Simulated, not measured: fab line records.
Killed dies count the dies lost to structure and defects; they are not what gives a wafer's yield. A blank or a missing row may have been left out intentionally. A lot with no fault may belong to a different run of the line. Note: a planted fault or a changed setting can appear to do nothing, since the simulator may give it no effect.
Chamber matching / flow nand harc / ald sin-03 running NHARC_P_GATE_ALD_36: 4 sister chambers
The step deposits SiNx, target thk 20 nm, pulse time 60 s, ald cycles 223. 16 wafers are shown with their chamber, then 8 later ones without.

WAFERS PAIRED WITH THEIR CHAMBERS
wafer=L075.1; chamber=3; heater power outer w (W)=535; heater power w (W)=903; precursor pulse height rel=0.978
wafer=L075.4; chamber=2; heater power outer w (W)=465; heater power w (W)=752; precursor pulse height rel=0.972
wafer=L075.5; chamber=0; heater power outer w (W)=457; heater power w (W)=829; precursor pulse height rel=0.986
wafer=L079.1; chamber=0; heater power outer w (W)=447; heater power w (W)=801; precursor pulse height rel=0.986
wafer=L079.2; chamber=3; heater power outer w (W)=530; heater power w (W)=935; precursor pulse height rel=0.960
wafer=L079.5; chamber=1; heater power outer w (W)=490; heater power w (W)=816; precursor pulse height rel=1.010
wafer=L081.4; chamber=1; heater power outer w (W)=488; heater power w (W)=806; precursor pulse height rel=1.020
wafer=L081.5; chamber=1; heater power outer w (W)=480; heater power w (W)=810; precursor pulse height rel=0.974
wafer=L081.6; chamber=2; heater power outer w (W)=459; heater power w (W)=787; precursor pulse height rel=1.039
wafer=L085.2; chamber=0; heater power outer w (W)=450; heater power w (W)=766; precursor pulse height rel=0.989
wafer=L085.1; chamber=1; heater power outer w (W)=487; heater power w (W)=795; precursor pulse height rel=1.015
wafer=L085.4; chamber=2; heater power outer w (W)=456; heater power w (W)=757; precursor pulse height rel=0.988
wafer=L087.4; chamber=0; heater power outer w (W)=447; heater power w (W)=803; precursor pulse height rel=1.002
wafer=L087.2; chamber=1; heater power outer w (W)=488; heater power w (W)=815; precursor pulse height rel=1.010
wafer=L087.5; chamber=1; heater power outer w (W)=490; heater power w (W)=799; precursor pulse height rel=0.962
wafer=L090.1; chamber=3; heater power outer w (W)=529; heater power w (W)=914; precursor pulse height rel=0.990

SIGNATURES (averages over the wafers above)
reading=heater power outer w; chamber 0=450.25; chamber 1=487.17; chamber 2=460.00; chamber 3=531.33; scatter within a chamber=4.06
reading=heater power w; chamber 0=799.75; chamber 1=806.83; chamber 2=765.33; chamber 3=917.33; scatter within a chamber=17.4
reading=precursor pulse height rel; chamber 0=0.99075; chamber 1=0.99850; chamber 2=0.99967; chamber 3=0.97600; scatter within a chamber=0.0224
Rule: for a wafer and a chamber, the distance is found by dividing, reading by reading, the gap between the wafer's reading and the chamber's mean by the reading's scatter, squaring, summing and taking the root. If the next closest chamber is less than 2 further off than the closest, the wafer can't be placed; otherwise it belongs to the closest. The scatter: the root of (the sum of the squares of (reading less its chamber's mean) over the shown wafers, divided by (wafers less chambers)).

WAFERS WITHOUT THEIR CHAMBER
wafer=L090.3; heater power outer w (W)=497; heater power w (W)=798; precursor pulse height rel=1.032
wafer=L090.6; heater power outer w (W)=523; heater power w (W)=949; precursor pulse height rel=0.991
wafer=L092.4; heater power outer w (W)=537; heater power w (W)=916; precursor pulse height rel=1.039
wafer=L092.3; heater power outer w (W)=453; heater power w (W)=796; precursor pulse height rel=0.969
wafer=L092.6; heater power outer w (W)=474; heater power w (W)=737; precursor pulse height rel=0.997
wafer=L095.4; heater power outer w (W)=466; heater power w (W)=763; precursor pulse height rel=1.014
wafer=L095.1; heater power outer w (W)=541; heater power w (W)=936; precursor pulse height rel=1.013
wafer=L095.2; heater power outer w (W)=449; heater power w (W)=796; precursor pulse height rel=1.004

WHICH CHAMBER EACH WENT THROUGH
wafer=L090.3; from the rows above=1; in truth=1
wafer=L090.6; from the rows above=3; in truth=3
wafer=L092.4; from the rows above=3; in truth=3
wafer=L092.3; from the rows above=can't be placed: 0 or 2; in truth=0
wafer=L092.6; from the rows above=can't be placed: 2 or 1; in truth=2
wafer=L095.4; from the rows above=2; in truth=2
wafer=L095.1; from the rows above=3; in truth=3
wafer=L095.2; from the rows above=0; in truth=0
Placed correctly: 6 of 8. Not placeable from these rows: 2 (in 2, the candidates include the true chamber). Placed wrongly: 0.
